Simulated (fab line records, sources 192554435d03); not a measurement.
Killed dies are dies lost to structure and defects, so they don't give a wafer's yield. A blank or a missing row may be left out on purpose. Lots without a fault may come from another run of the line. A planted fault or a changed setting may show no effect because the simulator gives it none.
Chamber matching | flow n5_finfet | N5_BEOL_M7_ALD_77 on ald_metal-01: 4 sister chambers
The step deposits TaN, target thk 2 nm, pulse time 2 s, purge time 3 s. 24 wafers are shown with their chamber, then 12 later ones without.

WAFERS WITH THEIR CHAMBER
wafer  | chamber | heater_power_w (W)
L074.1 | 1       | 509
L074.2 | 3       | 490
L074.3 | 0       | 409
L077.1 | 1       | 515
L077.5 | 0       | 415
L077.6 | 3       | 483
L076.1 | 3       | 483
L076.2 | 1       | 513
L076.3 | 0       | 411
L076.4 | 2       | 470
L076.5 | 2       | 483
L076.6 | 3       | 484
L079.2 | 3       | 475
L079.3 | 0       | 398
L079.4 | 1       | 515
L081.1 | 0       | 403
L081.4 | 1       | 535
L081.6 | 2       | 472
L083.2 | 3       | 498
L083.5 | 2       | 472
L083.6 | 3       | 482
L082.1 | 0       | 405
L082.4 | 1       | 517
L082.5 | 0       | 401

SIGNATURES (means of the wafers above)
reading        | chamber 0 | chamber 1 | chamber 2 | chamber 3 | scatter within a chamber
heater_power_w | 406.00    | 517.33    | 474.25    | 485.00    | 7.22
Rule: a wafer's distance from a chamber is the root of the sum, over the readings, of the square of ((its reading less the chamber's mean) divided by the reading's scatter). The wafer belongs to the nearest chamber; if the next one is less than 2 further off, it can't be placed. The scatter: the root of (the sum of the squares of (reading less its chamber's mean) over the shown wafers, divided by (wafers less chambers)).

WAFERS WITHOUT THEIR CHAMBER
wafer  | heater_power_w (W)
L086.1 | 480
L086.4 | 535
L086.5 | 480
L089.1 | 518
L089.2 | 402
L089.4 | 495
L091.1 | 488
L091.4 | 470
L091.6 | 477
L094.1 | 518
L094.4 | 415
L094.6 | 517

WHICH CHAMBER EACH WENT THROUGH
wafer  | from the rows above          | in truth
L086.1 | can't be placed: 3 or 2      | 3
L086.4 | 1                            | 1
L086.5 | can't be placed: 3 or 2      | 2
L089.1 | 1                            | 1
L089.2 | 0                            | 0
L089.4 | can't be placed: 3 or 2 or 1 | 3
L091.1 | can't be placed: 3 or 2      | 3
L091.4 | can't be placed: 2 or 3      | 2
L091.6 | can't be placed: 2 or 3      | 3
L094.1 | 1                            | 1
L094.4 | 0                            | 0
L094.6 | 1                            | 1
Placed correctly: 6 of 12. Can't be placed from these rows: 6 (the true chamber is among the candidates in 6). Placed wrongly: 0.
